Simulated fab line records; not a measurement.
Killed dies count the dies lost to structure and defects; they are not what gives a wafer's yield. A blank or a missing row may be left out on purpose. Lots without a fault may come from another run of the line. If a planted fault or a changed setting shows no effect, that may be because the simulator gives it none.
Lot-split experiment + flow n5 finfet + 7 lots, 21 wafers read, on a route of 1938 steps

THE SPLIT
At N5_SD_EPI_N_PEB_07 (peb time 60 s), the setting peb temp c was moved away from the recipe's 110 C on 8 of the 21 wafers read, by -3.4% to +2.3%. This setting was run at the recipe's value on the other wafers.

SPLIT TO READING: what lies between them in the file, 1 step
- N5_SD_EPI_N_DEVELOP_08: develop time 30 s

THE READING
Shown in nm: cd nm at N5_SD_EPI_N_CD_MEAS_09, with target cd 120 nm. Typical for fault-free wafers on this fab line: 120.2 nm, with standard deviation 0.48 nm.

| wafer  | tool, chamber at the split | peb temp c as run, C | against the recipe | cd nm, nm | against lot-mates on the recipe |
|--------|----------------------------|----------------------|--------------------|-----------|---------------------------------|
| L078.2 | litho track-04, 0          | 108.4                | -1.5%              | 115.7     | -4.5                            |
| L078.3 | litho track-04, 0          | 110                  | recipe             | 119.8     | -                               |
| L078.4 | litho track-04, 0          | 110                  | recipe             | 120.7     | -                               |
| L082.1 | litho track-04, 0          | 110                  | recipe             | 120.2     | -                               |
| L082.4 | litho track-04, 0          | 110                  | recipe             | 119.7     | -                               |
| L082.5 | litho track-04, 0          | 110                  | recipe             | 120.0     | -                               |
| L085.3 | litho track-02, 0          | 110                  | recipe             | 120.5     | -                               |
| L085.5 | litho track-02, 0          | 110                  | recipe             | 120.6     | -                               |
| L085.6 | litho track-02, 0          | 110                  | recipe             | 120.7     | -                               |
| L086.1 | litho track-02, 0          | 111                  | +0.9%              | 123.3     | +2.6                            |
| L086.3 | litho track-02, 0          | 110                  | recipe             | 120.7     | -                               |
| L086.4 | litho track-02, 0          | 111                  | +0.9%              | 123.4     | +2.7                            |
| L094.2 | litho track-05, 0          | 112.5                | +2.3%              | 126.8     | +6.8                            |
| L094.4 | litho track-05, 0          | 112.5                | +2.3%              | 126.5     | +6.5                            |
| L094.5 | litho track-05, 0          | 110                  | recipe             | 120.0     | -                               |
| L095.1 | litho track-05, 0          | 110                  | recipe             | 119.9     | -                               |
| L095.3 | litho track-05, 0          | 108                  | -1.8%              | 114.6     | -5.2                            |
| L095.6 | litho track-05, 0          | 110                  | recipe             | 119.8     | -                               |
| L096.3 | litho track-05, 0          | 106.3                | -3.4%              | 109.9     | -10.6                           |
| L096.5 | litho track-05, 0          | 106.3                | -3.4%              | 110.1     | -10.4                           |
| L096.6 | litho track-05, 0          | 110                  | recipe             | 120.5     | -                               |

FIT RESULTS
A straight line over all 21 wafers: cd nm changes by +3.01 nm for each +1% of peb temp c; r = +1.00; the points scatter about the line by 0.37 nm.
The same after taking each lot's own level away (the mean of its wafers on the recipe; 21 wafers): +3.04 nm for each +1%; r = +1.00; scatter 0.23 nm.
According to that fit, moving peb temp c by its largest amount changes the reading by 10 nm.
The span of the lots' own levels, 119.85 to 120.70 nm, comes to 1.8 times the standard deviation stated above.
Hence the lot-to-lot level has little effect on the slope; both slopes agree.
Check: for one of the wafers moved furthest among these (-3.4%), held out of the fit, the line's prediction against its lot-mates is -10.1 nm. Against them it came out at -10.6 nm.

FURTHER SPLITS ON THESE WAFERS
Other splits were also applied to these wafers ahead of the reading. Each is held against what the fit with the lots' levels taken away leaves over:
| other split on the same wafers                    | wafers away from the commonest value | r with cd nm (lot level and that fit taken away) |
|---------------------------------------------------|--------------------------------------|--------------------------------------------------|
| N5_WELL_APT_COAT_02 spin rpm                      | 4                                    | +0.06                                            |
| N5_PMOS_HMC_CHANNEL_EPI_PEB_07 peb time s         | 5                                    | -0.02                                            |
| N5_PMOS_HMC_CHANNEL_EPI_DEVELOP_08 develop time s | 6                                    | +0.17                                            |
| N5_FIN_CUT_COAT_19 spin rpm                       | 6                                    | -0.18                                            |
| N5_DUMMY_GATE_HM_DEP_06 time s                    | 15                                   | -0.28                                            |

THE WHOLE CHAIN: every reading that the file lists as answering this split, in the file's order
| step                   | what it does                                     | reading                                                         | change (the file's fit)              | r (the file's) |
|------------------------|--------------------------------------------------|-----------------------------------------------------------------|--------------------------------------|----------------|
| N5_SD_EPI_N_CD_MEAS_09 | target cd 120 nm                                 | cd nm                                                           | +3.06 nm for each +1% of the setting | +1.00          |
| N5_SD_EPI_N_DESCUM_14  | chemistry O2, time 7.9 s                         | SD_EPI_N.cd nm (the simulator's own value, which no gauge read) | +3.04 nm for each +1% of the setting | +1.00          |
| N5_SD_EPI_N_ETCH_35    | etches SOC in N2/H2, overetch 108 nm, time 486 s | SD_EPI_N.cd nm (the simulator's own value, which no gauge read) | +3.2 nm for each +1% of the setting  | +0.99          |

FILE'S OWN FIT
cd nm changes by +3.06 nm for each +1% of peb temp c, r = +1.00.
